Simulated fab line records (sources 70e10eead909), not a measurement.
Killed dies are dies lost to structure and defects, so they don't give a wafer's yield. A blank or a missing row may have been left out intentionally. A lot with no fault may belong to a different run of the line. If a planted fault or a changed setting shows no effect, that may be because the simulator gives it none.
fab line records	flow nand-harc
[record] lots = 6	wafers = 18	last-day = 24
route steps=1159 shown A_CONTACT@898 END@1159
lots that met no fault: taken from a fault-free run of the same line
start-h: hours from the record's first day to the start of the lot's first wafer shown	wait-h: hours elapsed since this lot's preceding step	" as in the row above	L1.1+2: one row covering several wafers at once	- no value, or no start was given	* or withheld: withheld	< > ~ a bound
route shown NAME@n: NAME is a module with steps in the file, n the number in the route of the first one	usual: average and standard deviation across the fault-free wafers	same: alike in all rows	chamber/n: place in a boat	sites: each site's reading	_std_site: standard deviation of those values	_edge_site: the outer-site mean with the inner-site mean subtracted	radius-mm: how far each site lies from the wafer's centre	mask NAME#n: copy n	behind: tool/chamber where the wafer was last shaped	hold: cause of the lot's hold/its duration in hours/its outcome	device: which transistor (n, p or np) failed to switch	end of line: the same wafers' tests at the end of the route	a step without rows: its recipe alone	killed: count of dies lost to structure and defects at first sort (not the wafer's yield)	map: the dies of a wafer, with x for killed, . for not killed, _ for no die there
set.NAME: the setting that was run; set.NAME@STEP: the one run at that earlier step	model.NAME: the simulator's own value behind a step, which no gauge read
lots at selected steps of the route; one table per step, one row per wafer
services: the hour from which a tool's chamber was out of use, counted from the record's first day as start-h (under 0 if before that day), plus the number of hours and why
[[steps]]
[step NHARC_A_CONTACT_INSPECT_71]
[usual] raw-defect-count = 24/9.8
lot.wafer	tool	chamber	start-h	wait-h	raw-defect-count
L351.2	defect-inspect-02	-	379.83	0.0	19
L351.3	"	-	"	"	20
L351.4	"	-	"	"	15
L354.1	defect-inspect-02	-	401.37	0.0	20
L354.4	"	-	"	"	19
L354.6	"	-	"	"	25
L364.1	defect-inspect-01	-	447.80	0.0	30
L364.5	"	-	"	"	33
L364.6	"	-	"	"	28
L366.1	defect-inspect-01	-	459.80	0.0	11
L366.4	"	-	"	"	14
L366.5	"	-	"	"	8
L371.2	defect-inspect-02	-	477.38	0.0	34
L371.3	"	-	"	"	26
L371.5	"	-	"	"	34
L374.1	defect-inspect-01	-	515.36	0.0	19
L374.4	"	-	"	"	18
L374.6	"	-	"	"	27
[step NHARC_A_CONTACT_DESCUM_74]
[recipe] time-s = 3	o2-flow-sccm = 200	ar-flow-sccm = 0	bias-power-w = 0	chemistry = O2
[step NHARC_A_CONTACT_ETCH_75]
[recipe] target-depth-a = 390	over-etch-frac = 0.3	time-s = 65	ion-energy-ev = 80	cf4-flow-sccm = 150	ar-flow-sccm = 0	rf-w = 300	bias-w = 100	chemistry = CF4
[step NHARC_A_CONTACT_ETCH_76]
[recipe] target-depth-a = 2600	over-etch-frac = 0.3	time-s = 475.3	ion-energy-ev = 200	n2-flow-sccm = 150	h2-flow-sccm = 150	ar-flow-sccm = 0	rf-w = 400	bias-w = 150	chemistry = N2/H2
[step NHARC_A_CONTACT_ETCH_77]
[recipe] target-depth-a = 726	time-s = 36.3	cf4-flow-sccm = 100	chf3-flow-sccm = 30	ar-flow-sccm = 0	rf-w = 500	bias-w = 200	chemistry = CF4/CHF3
[step NHARC_A_CONTACT_ETCH_78]
[recipe] target-depth-a = 28000	over-etch-frac = 0.3	time-s = 728	ion-energy-ev = 150	o2-flow-sccm = 400	cos-flow-sccm = 20	ar-flow-sccm = 0	rf-w = 500	bias-w = 300	chemistry = O2/COS
[step NHARC_A_CONTACT_ETCH_124]
[recipe] source-w = withheld	pressure-mtorr = 20	bias-v = withheld	time-s = 140	target-depth-a = 7000	ar-flow-sccm = withheld	c4f8-flow-sccm = withheld	o2-flow-sccm = withheld	chemistry = C4F8/O2/Ar
lot.wafer	tool	chamber	start-h	wait-h	rf-hours-counter-h
L351.2	har-cap-etch-03	1	381.04	-	83
L351.4	"	0	"	"	-
L351.3	"	1	"	"	-
L354.1	har-cap-etch-02	0	402.56	-	15
L354.4	"	0	"	"	-
L354.6	"	1	"	"	-
L364.1	har-cap-etch-02	0	448.99	-	24
L364.6	"	0	"	"	-
L364.5	"	1	"	"	-
L366.1	har-cap-etch-02	1	461.02	-	26
L366.4	"	1	"	"	-
L366.5	"	1	"	"	-
L371.2	har-cap-etch-01	1	478.82	-	78
L371.3	"	1	"	"	-
L371.5	"	0	"	"	-
L374.1	har-cap-etch-03	0	516.58	-	107
L374.4	"	1	"	"	-
L374.6	"	0	"	"	-
[step NHARC_A_CONTACT_ETCH_125]
[recipe] source-w = withheld	pressure-mtorr = 20	bias-v = 1200	time-s = 155	target-depth-a = 9560	ar-flow-sccm = withheld	c4f8-flow-sccm = withheld	o2-flow-sccm = withheld	chemistry = C4F8/O2/Ar
[step NHARC_A_CONTACT_ETCH_126]
[recipe] source-w = withheld	pressure-mtorr = 20	bias-v = 1200	time-s = 155	target-depth-a = 9560	ar-flow-sccm = withheld	c4f8-flow-sccm = withheld	o2-flow-sccm = withheld	chemistry = C4F8/O2/Ar
[step NHARC_A_CONTACT_ETCH_127]
[recipe] source-w = withheld	pressure-mtorr = 20	bias-v = 1200	time-s = 155	target-depth-a = 9560	ar-flow-sccm = withheld	c4f8-flow-sccm = withheld	o2-flow-sccm = withheld	chemistry = C4F8/O2/Ar
[step NHARC_A_CONTACT_ETCH_128]
[recipe] source-w = withheld	pressure-mtorr = 20	bias-v = 1200	time-s = 155	target-depth-a = 9560	ar-flow-sccm = withheld	c4f8-flow-sccm = withheld	o2-flow-sccm = withheld	chemistry = C4F8/O2/Ar
[step NHARC_A_CONTACT_ETCH_129]
[recipe] source-w = withheld	pressure-mtorr = 20	bias-v = 1200	time-s = 155	target-depth-a = 9560	ar-flow-sccm = withheld	c4f8-flow-sccm = withheld	o2-flow-sccm = withheld	chemistry = C4F8/O2/Ar
[step NHARC_A_CONTACT_ETCH_130]
[recipe] source-w = withheld	pressure-mtorr = 20	bias-v = 1200	time-s = 155	target-depth-a = 9560	ar-flow-sccm = withheld	c4f8-flow-sccm = withheld	o2-flow-sccm = withheld	chemistry = C4F8/O2/Ar
lot.wafer	tool	chamber	start-h	wait-h	rf-hours-counter-h
L351.2	har-cap-etch-03	1	381.94	0.1	84
L351.4	"	0	"	"	-
L351.3	"	1	"	"	-
L354.1	har-cap-etch-02	0	403.47	0.1	16
L354.4	"	0	"	"	-
L354.6	"	1	"	"	-
L364.1	har-cap-etch-02	0	449.90	0.1	25
L364.6	"	0	"	"	-
L364.5	"	1	"	"	-
L366.1	har-cap-etch-02	1	461.93	0.1	27
L366.4	"	1	"	"	-
L366.5	"	1	"	"	-
L371.2	har-cap-etch-01	1	479.72	0.1	79
L371.3	"	1	"	"	-
L371.5	"	0	"	"	-
L374.1	har-cap-etch-03	0	517.48	0.1	107
L374.4	"	1	"	"	-
L374.6	"	0	"	"	-
[step NHARC_A_CONTACT_ETCH_131]
[recipe] source-w = withheld	pressure-mtorr = 20	bias-v = 1200	time-s = 155	target-depth-a = 9560	ar-flow-sccm = withheld	c4f8-flow-sccm = withheld	o2-flow-sccm = withheld	chemistry = C4F8/O2/Ar
lot.wafer	tool	chamber	start-h	wait-h	rf-hours-counter-h
L351.2	har-cap-etch-03	1	382.08	0.1	84
L351.4	"	0	"	"	-
L351.3	"	1	"	"	-
L354.1	har-cap-etch-02	0	403.61	0.1	16
L354.4	"	0	"	"	-
L354.6	"	1	"	"	-
L364.1	har-cap-etch-02	0	450.04	0.1	25
L364.6	"	0	"	"	-
L364.5	"	1	"	"	-
L366.1	har-cap-etch-02	1	462.07	0.1	27
L366.4	"	1	"	"	-
L366.5	"	1	"	"	-
L371.2	har-cap-etch-01	1	479.86	0.1	79
L371.3	"	1	"	"	-
L371.5	"	0	"	"	-
L374.1	har-cap-etch-03	0	517.62	0.1	108
L374.4	"	1	"	"	-
L374.6	"	0	"	"	-
[step NHARC_A_CONTACT_ETCH_132]
[recipe] source-w = withheld	pressure-mtorr = 20	bias-v = 1200	time-s = 156	target-depth-a = 9580	ar-flow-sccm = withheld	c4f8-flow-sccm = withheld	o2-flow-sccm = withheld	chemistry = C4F8/O2/Ar
[step NHARC_A_CONTACT_ETCH_133]
[recipe] source-w = withheld	pressure-mtorr = 20	bias-v = 400	time-s = 195	target-depth-a = 8400	ar-flow-sccm = withheld	c4f8-flow-sccm = 11.5	o2-flow-sccm = 7.2	chemistry = C4F8/O2/Ar
lot.wafer	tool	chamber	start-h	wait-h	rf-hours-counter-h
L351.2	har-cap-etch-03	1	382.39	0.1	84
L351.4	"	0	"	"	-
L351.3	"	1	"	"	-
L354.1	har-cap-etch-02	0	403.89	0.1	16
L354.4	"	0	"	"	-
L354.6	"	1	"	"	-
L364.1	har-cap-etch-02	0	450.32	0.1	25
L364.6	"	0	"	"	-
L364.5	"	1	"	"	-
L366.1	har-cap-etch-02	1	462.36	0.1	28
L366.4	"	1	"	"	-
L366.5	"	1	"	"	-
L371.2	har-cap-etch-01	1	480.17	0.1	79
L371.3	"	1	"	"	-
L371.5	"	0	"	"	-
L374.1	har-cap-etch-03	0	517.93	0.1	108
L374.4	"	1	"	"	-
L374.6	"	0	"	"	-
[step NHARC_A_CONTACT_ETCH_91]
[recipe] target-depth-a = 400	over-etch-frac = 0.5	time-s = 85.7	ion-energy-ev = 120	ch3f-flow-sccm = 50	o2-flow-sccm = 30	ar-flow-sccm = 200	rf-w = 500	bias-w = 100	chemistry = CH3F/O2
[usual] drypump-motor-current-A = 5.50/0.26	oes-product-au = 0.95/0.035	rf-vpp-V = 243.8/1.9	showerhead-plenum-p-Torr = 2.42/0.12	throttle-valve-pct = 20.665/0.009
lot.wafer	tool	chamber	start-h	wait-h	drypump-motor-current-A	oes-product-au	rf-hours-counter-h	rf-vpp-V	showerhead-plenum-p-Torr	throttle-valve-pct
L351.3	rie-diel-05	0	382.91	0.4	5.60	0.90	8	242.5	2.33	20.689
L351.2	"	1	"	"	5.44	0.91	7	243.3	2.41	20.667
L351.4	"	3	"	"	5.38	0.93	8	246.6	2.63	20.660
L354.4	rie-diel-11	3	404.45	0.4	5.13	0.92	6	240.9	2.33	20.665
L354.1	"	0	"	"	5.65	0.93	7	243.3	2.28	20.657
L354.6	"	3	"	"	5.13	0.93	-	242.8	2.33	20.658
L364.1	rie-diel-11	2	450.93	0.6	5.22	0.92	15	243.9	2.41	20.665
L364.5	"	3	"	"	5.10	0.93	-	241.7	2.33	20.669
L364.6	"	0	"	"	5.62	0.94	-	242.5	2.27	20.672
L366.4	rie-diel-11	3	462.94	0.4	5.14	0.93	17	242.6	2.33	20.667
L366.1	"	0	"	"	5.65	0.92	18	242.2	2.27	20.673
L366.5	"	3	"	"	5.11	0.93	-	240.9	2.33	20.671
L371.2	rie-diel-06	3	480.70	0.5	5.73	0.92	3	246.2	2.55	20.662
L371.3	"	1	"	"	6.08	0.91	25	243.9	2.43	20.668
L371.5	"	2	"	"	6.08	0.93	-	242.6	2.34	20.661
L374.4	rie-diel-05	2	518.45	0.4	5.72	0.93	55	246.6	2.56	20.658
L374.1	"	3	"	"	5.41	0.94	58	246.9	2.61	20.657
L374.6	"	3	"	"	5.40	0.94	-	247.4	2.61	20.647
[step NHARC_A_CONTACT_ETCH_97]
[recipe] target-depth-a = 200	over-etch-frac = 0.5	time-s = 10	ion-energy-ev = 250	c4f6-flow-sccm = 25	o2-flow-sccm = 20	ar-flow-sccm = 500	rf-w = 600	bias-w = 500	chemistry = C4F6/O2
[step NHARC_A_CONTACT_CD_MEAS_80]
[usual] cd-nm = 189.9/0.74
lot.wafer	tool	chamber	start-h	wait-h	cd-nm
L351.2	cd-sem-02	-	383.14	-	190.0
L351.3	"	-	"	"	189.7
L351.4	"	-	"	"	190.4
L354.1	cd-sem-03	-	404.67	-	188.8
L354.4	"	-	"	"	188.8
L354.6	"	-	"	"	189.3
L364.1	cd-sem-01	-	451.11	-	190.9
L364.5	"	-	"	"	191.5
L364.6	"	-	"	"	189.7
L366.1	cd-sem-03	-	463.15	-	189.4
L366.4	"	-	"	"	190.4
L366.5	"	-	"	"	190.1
L371.2	cd-sem-01	-	480.91	-	188.3
L371.3	"	-	"	"	189.4
L371.5	"	-	"	"	189.0
L374.1	cd-sem-03	-	518.67	-	189.2
L374.4	"	-	"	"	189.8
L374.6	"	-	"	"	189.7
[step NHARC_A_CONTACT_STRIP_103]
[recipe] n2-flow-sccm = 150	h2-flow-sccm = 150	ar-flow-sccm = 0	bias-w = 0	chemistry = N2/H2
[step NHARC_A_CONTACT_STRIP_104]
[recipe] cf4-flow-sccm = 100	chf3-flow-sccm = 30	ar-flow-sccm = 0	bias-w = 0	chemistry = CF4/CHF3
[step NHARC_A_CONTACT_STRIP_105]
[recipe] o2-flow-sccm = 400	cos-flow-sccm = 20	ar-flow-sccm = 0	bias-w = 0	chemistry = O2/COS
[step NHARC_A_CONTACT_ETCH_106]
[recipe] target-depth-a = 600	overetch-a = 60	time-s = 33	ion-energy-ev = 100	cf4-flow-sccm = 80	o2-flow-sccm = 20	ar-flow-sccm = 0	rf-w = 300	bias-w = 100	chemistry = CF4/O2
[step NHARC_A_CONTACT_STRIP_82]
[recipe] o2-flow-sccm = 500	ar-flow-sccm = 0	bias-w = 0	chemistry = O2
[step NHARC_A_CONTACT_STRIP_83]
[recipe] time-s = 600	temp-c = 30	chemistry = post-etch-residue-remover
[step NHARC_A_CONTACT_DEP_84]
[recipe] target-thk-a = 20000	temp-c = 400	material = aC
[step NHARC_A_CONTACT_DEP_85]
[recipe] target-thk-a = 500	target-thk-nm = 50	temp-c = 400	pressure-torr = 3.5	flow-sccm = 200	rf-w = 350	material = SiON
[step NHARC_A_CONTACT_DEHYDRATE_00]
[recipe] temp-c = 150	time-s = 120
[step NHARC_A_CONTACT_HMDS_01]
[recipe] time-s = 30
[step NHARC_A_CONTACT_COAT_86]
[recipe] temp-c = 260	time-s = 75
[step NHARC_A_CONTACT_COAT_87]
[recipe] temp-c = 225	time-s = 65
[step NHARC_A_CONTACT_COAT_02]
[recipe] spin-rpm = 1500	resist-thk-nm = 90
[step NHARC_A_CONTACT_SOFTBAKE_03]
[recipe] temp-c = 105	time-s = 55
[step NHARC_A_CONTACT_EBR_04]
[step NHARC_A_CONTACT_EXPOSE_05]
[recipe] na = 1.35	sigma-outer = 0.8	dose-mj = 84.24	mask-id = A_CC
[step NHARC_A_CONTACT_PEB_06]
[recipe] peb-temp-c = 100	peb-time-s = 65
[step NHARC_A_CONTACT_DEVELOP_07]
[recipe] develop-time-s = 35	dev-temp-c = 23
[step NHARC_A_CONTACT_CD_MEAS_08]
[recipe] target-cd-nm = 100	landing-energy-ev = 500
[usual] cd-nm = 99.9/0.6
lot.wafer	tool	chamber	start-h	wait-h	cd-nm
L351.2	cd-sem-03	0	386.27	-	99.9
L351.3	"	0	"	"	99.7
L351.4	"	0	"	"	100.7
L354.1	cd-sem-01	0	408.50	-	99.3
L354.4	"	0	"	"	99.9
L354.6	"	0	"	"	99.8
L364.1	cd-sem-03	0	454.60	-	100.1
L364.5	"	0	"	"	100.6
L364.6	"	0	"	"	100.6
L366.1	cd-sem-02	0	466.14	-	100.5
L366.4	"	0	"	"	100.1
L366.5	"	0	"	"	100.2
L371.2	cd-sem-02	0	489.97	-	100.4
L371.3	"	0	"	"	100.5
L371.5	"	0	"	"	101.0
L374.1	cd-sem-02	0	521.47	-	99.8
L374.4	"	0	"	"	99.2
L374.6	"	0	"	"	97.9
[step NHARC_A_CONTACT_OVL_MEAS_09]
[usual] overlay-x-nm = 0.2/0.65	overlay-y-nm = -0.1/0.87
lot.wafer	tool	chamber	start-h	wait-h	overlay-x-nm	overlay-y-nm
L351.2	overlay-02	-	386.36	-	-1.2	0.5
L351.3	"	-	"	"	-0.7	0.4
L351.4	"	-	"	"	-0.8	0.5
L354.1	overlay-02	-	408.59	-	0.3	-0.5
L354.4	"	-	"	"	0.6	-0.9
L354.6	"	-	"	"	0.3	-0.1
L364.1	overlay-02	-	454.69	-	-1.2	-0.1
L364.5	"	-	"	"	-1.4	-0.3
L364.6	"	-	"	"	-1.0	-0.8
L366.1	overlay-02	-	466.23	-	0.7	0.5
L366.4	"	-	"	"	0.6	0.4
L366.5	"	-	"	"	-0.1	0.7
L371.2	overlay-01	-	490.06	-	0.4	-1.0
L371.3	"	-	"	"	0.3	-0.1
L371.5	"	-	"	"	0.5	-0.5
L374.1	overlay-01	-	521.56	-	0.0	1.4
L374.4	"	-	"	"	-0.2	1.7
L374.6	"	-	"	"	0.3	1.5
[step NHARC_A_CONTACT_DESCUM_13]
[recipe] time-s = 3	o2-flow-sccm = 200	ar-flow-sccm = 0	bias-power-w = 0	chemistry = O2
[step NHARC_A_CONTACT_ETCH_88]
[recipe] target-depth-a = 390	over-etch-frac = 0.3	time-s = 65	ion-energy-ev = 80	cf4-flow-sccm = 150	ar-flow-sccm = 0	rf-w = 300	bias-w = 100	chemistry = CF4
[usual] cf4-flow-sccm = 150.0/0.4	drypump-motor-current-A = 5.55/0.28	oes-product-au = 1.002/0.013	rf-vpp-V = 150.9/1.2	showerhead-plenum-p-Torr = 1.75/0.081	throttle-valve-pct = 13.284/0.0083
lot.wafer	tool	chamber	start-h	wait-h	cf4-flow-sccm	drypump-motor-current-A	oes-product-au	rf-hours-counter-h	rf-vpp-V	showerhead-plenum-p-Torr	throttle-valve-pct
L351.3	rie-diel-05	3	386.58	0.1	150.0	5.39	1.015	9	154.3	1.89	13.297
L351.2	"	0	"	"	150.3	5.62	0.985	9	150.0	1.68	13.276
L351.4	"	1	"	"	150.1	5.44	0.993	8	151.1	1.74	13.279
L354.1	rie-diel-11	2	408.81	0.1	149.7	5.19	1.007	7	151.3	1.74	13.299
L354.4	"	3	"	"	150.6	5.13	1.011	7	151.6	1.68	13.284
L354.6	"	0	"	"	150.0	5.62	1.011	-	149.5	1.64	13.281
L364.1	rie-diel-11	2	454.89	0.1	150.1	5.20	1.004	16	150.2	1.74	13.286
L364.5	"	0	"	"	150.0	5.66	1.006	-	150.3	1.64	13.280
L364.6	"	1	"	"	150.3	5.76	0.990	-	150.2	1.72	13.267
L366.4	rie-diel-11	0	466.78	0.4	150.1	5.58	1.010	19	149.5	1.64	13.294
L366.1	"	1	"	"	150.7	5.77	0.994	17	150.0	1.72	13.280
L366.5	"	3	"	"	149.7	5.15	1.005	-	151.4	1.68	13.290
L371.3	rie-diel-06	3	490.24	0.1	149.8	5.73	0.987	5	152.4	1.83	13.275
L371.2	"	1	"	"	150.5	6.07	0.983	28	150.5	1.75	13.290
L371.5	"	3	"	"	149.7	5.75	0.986	-	150.6	1.83	13.291
L374.1	rie-diel-11	1	521.74	0.1	149.2	5.79	0.998	25	150.6	1.72	13.296
L374.4	"	2	"	"	150.1	5.20	1.016	26	152.4	1.73	13.290
L374.6	"	1	"	"	150.6	5.78	0.990	-	150.3	1.72	13.290
[step NHARC_END_SORT_01]
[recipe] temp-c = 25
[usual] killed-at-array = 24/8.4	killed-at-other = 0.7/1.1	killed-at-periphery = 2.9/1.7	killed-dies = 27/8.6	killed-open = 3.3/1.8	killed-short = 1.8/1.4
[same] gross-dies = 677
lot.wafer	tool	chamber	start-h	wait-h	killed-at-array	killed-at-other	killed-at-periphery	killed-dies	killed-open	killed-short
L351.2	prober-01	0	456.21	2.8	19	0	2	21	4	0
L351.3	prober-01	0	457.00	3.1	15	0	1	16	1	0
L351.4	prober-01	0	457.79	3.4	21	0	2	23	5	1
L364.5	prober-01	0	511.10	3.7	94	4	5	103	6	3
L366.1	prober-02	0	515.72	2.5	92	0	3	95	4	2
L366.4	prober-02	0	518.09	3.4	81	0	1	82	1	1
L366.5	prober-02	0	518.88	3.7	87	2	0	89	4	3
L371.2	prober-02	0	550.14	2.8	36	0	3	39	2	3
L371.3	prober-02	0	550.94	3.1	28	0	2	30	5	0
L371.5	prober-02	0	552.55	3.7	29	0	0	29	1	1
// killed by level:class
L351.2 A_SLIT:chamber-film-flake=7 A_STAIRCASE:chamber-film-flake=4 A_CHANNEL_HOLE_D1:chamber-film-flake=3 A_M0:geometric-particle:open=2 P_CONTACT:geometric-particle:open=1 A_CHANNEL_FILL_D1:geometric-particle:open=1 P_STI:chamber-film-flake=1 A_CONTACT:chamber-film-flake=1
L351.3 A_SLIT:chamber-film-flake=10 A_STAIRCASE:chamber-film-flake=2 A_WL_FILL:geometric-particle:open=1 P_STI:chamber-film-flake=1 A_CONTACT:chamber-film-flake=1 A_BONDPAD:chamber-film-flake=1
L351.4 A_SLIT:chamber-film-flake=10 A_CHANNEL_HOLE_D1:chamber-film-flake=3 A_M0:geometric-particle:open=2 A_STAIRCASE:chamber-film-flake=2 P_CONTACT:geometric-particle:open=1 A_STAIRCASE:geometric-particle:short=1 A_CONTACT:geometric-particle:open=1 A_M1:geometric-particle:open=1
L364.5 A_CONTACT:unspecified=73 A_CONTACT:chamber-film-flake=7 A_CHANNEL_HOLE_D1:chamber-film-flake=4 THIN_TSV:chamber-film-flake=4 A_WL_FILL:chamber-film-flake=3 P_GATE:geometric-particle:open=2 A_M0:geometric-particle:short=2 P_M0:geometric-particle:open=1
L366.1 A_CONTACT:unspecified=78 A_CHANNEL_HOLE_D1:chamber-film-flake=5 P_GATE:chamber-film-flake=2 A_STAIRCASE:chamber-film-flake=2 P_M1:geometric-particle:open=1 A_ONON_D1:geometric-particle:open=1 A_CHANNEL_HOLE_D1:geometric-particle:short=1 A_CHANNEL_FILL_D1:geometric-particle:short=1
L366.4 A_CONTACT:unspecified=74 A_ZERO_WELL:chamber-film-flake=2 A_CHANNEL_FILL_D1:geometric-particle:open=1 A_WL_FILL:geometric-particle:short=1 P_GATE:chamber-film-flake=1 A_CHANNEL_HOLE_D1:chamber-film-flake=1 A_STAIRCASE:chamber-film-flake=1 A_CONTACT:chamber-film-flake=1
L366.5 A_CONTACT:unspecified=76 A_CONTACT:geometric-particle:open=2 A_CHANNEL_HOLE_D1:chamber-film-flake=2 THIN_TSV:chamber-film-flake=2 A_ONON_D1:geometric-particle:short=1 A_ONON_D1:geometric-particle:open=1 A_SGD_CUT:geometric-particle:open=1 A_WL_FILL:geometric-particle:short=1
L371.2 A_CHANNEL_HOLE_D1:chamber-film-flake=19 A_CONTACT:chamber-film-flake=7 A_ZERO_WELL:chamber-film-flake=2 A_ONON_D1:geometric-particle:open=1 A_ONON_D1:geometric-particle:short=1 A_CHANNEL_HOLE_D1:geometric-particle:open=1 A_CHANNEL_FILL_D1:geometric-particle:short=1 A_WL_FILL:geometric-particle:short=1
L371.3 A_CHANNEL_HOLE_D1:chamber-film-flake=20 A_CHANNEL_HOLE_D1:geometric-particle:open=2 A_STAIRCASE:chamber-film-flake=2 A_CONTACT:chamber-film-flake=2 P_GATE:geometric-particle:open=1 A_CONTACT:geometric-particle:open=1 A_M0:geometric-particle:open=1 P_STI:chamber-film-flake=1
L371.5 A_CHANNEL_HOLE_D1:chamber-film-flake=20 A_CONTACT:chamber-film-flake=5 A_STAIRCASE:chamber-film-flake=2 A_ONON_D1:geometric-particle:short=1 A_CHANNEL_FILL_D1:geometric-particle:open=1
// map L364.5 (x killed, . not)
____________.____________
_________...x..._________
_______..........._______
______.............______
_____..............._____
____...............xx____
____..x..............____
___....xx...x.........___
___.x..xx.............___
__.....................__
__.........x...........__
_.........x............x_
_......................._
_.x....................._
_............x...x......_
_..............x........_
..................x......
.....................x...
...........x......x......
.........x..x...x........
......x..xx.xx.....x.....
_.........xxxxx........._
_......xxxxxxxx........._
_.......xxxxxxx........._
_........xxxxx.x........_
_.......xxxxxxxx........_
__......xxxxxxx........__
__.....xxxxxxxx........__
___.....xxxxxxx.......___
___.....xxxxxx.x......___
____......xxx.....x..____
____.....xxx..x......____
_____..............._____
______........x....______
_______..........._______
_________......x_________
____________.____________
// map L366.1 (x killed, . not)
____________.____________
_________......._________
_______.x........._______
______.............______
_____..............._____
____.................____
____........x.....x..____
___...................___
___...................___
__.....................__
__.....................__
_......................._
_..........x........x..._
_......................._
_...x..................._
_......................._
..x......................
.........................
.........................
...........x.............
..........xx.............
_.x....xxxx.xx.......x.._
_......x.xxxxx.........._
_.......xxxxxxxx.x......_
_.....x.xxxxxxxx........_
_......xxxxxxxxxx......._
__.......xxxxxxx.......__
__......xxxxxxx........__
___......xxxxxx.x.....___
___...x.xxxxxx.x......___
____.....xxxxx.......____
____......xxxx....x..____
_____....x..x.x....._____
______.............______
_______..........._______
_________......x_________
____________.____________
[[services]]
tool	chamber	start-h	hours	kind
har-cap-etch-01	-	363.27	0.3	repair
rie-diel-11	-	366.50	9.0	pm
rie-diel-11	0	366.50	9.0	vent-cycle
rie-diel-11	1	366.50	9.0	vent-cycle
rie-diel-11	2	366.50	9.0	vent-cycle
rie-diel-11	3	366.50	9.0	vent-cycle
rie-diel-11	0	375.50	-	clean
rie-diel-11	1	375.50	-	clean
rie-diel-11	2	375.50	-	clean
rie-diel-11	3	375.50	-	clean
rie-diel-11	2	389.44	2.3	repair
rie-diel-11	1	391.74	9.9	repair
rie-diel-11	0	400.00	-	clean
rie-diel-11	2	400.00	-	clean
rie-diel-11	3	400.00	-	clean
rie-diel-06	1	401.58	7.4	repair
rie-diel-06	-	418.21	9.0	pm
rie-diel-11	0	424.51	-	clean
rie-diel-11	1	424.51	-	clean
rie-diel-06	2	465.01	7.0	repair
rie-diel-11	0	469.31	12.6	repair
rie-diel-06	3	471.49	6.7	repair
har-cap-etch-03	-	471.93	0.8	repair
rie-diel-05	1	521.02	1.9	repair
[[key]]
[first-sign] step = NHARC_END_SORT_01	reading = killed-at-array	direction = up	sigmas = 7.7	usual = 24	struck = 88
[effect] step = NHARC_END_SORT_01	reading = killed-dies	direction = up	sigmas = 7.6	usual = 27	struck = 92
[more-kills-born-at] NHARC_A_CONTACT_ETCH_130@har-cap-etch-02 = 301
met-at NHARC_A_CONTACT_ETCH_130
struck-wafers L364.5,L366.1,L366.4,L366.5
tester-left-out L364,L366
onset-between 403.47 449.90
[fault] kind = chamber-particle-source	tool = har-cap-etch-02	chamber = 1	onset-h = 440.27	steps = NHARC_A_CONTACT_ETCH_130	rate-per-visit-cm2 = 0.53659	end-h = 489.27
// tester-left-out: of these lots the tester's yield and bins aren't shown, on N5 and GAA mostly nor the transistor test; their killed dies are dies lost to structure and defects alone, not to doping, threshold or leakage, so they don't give the yield
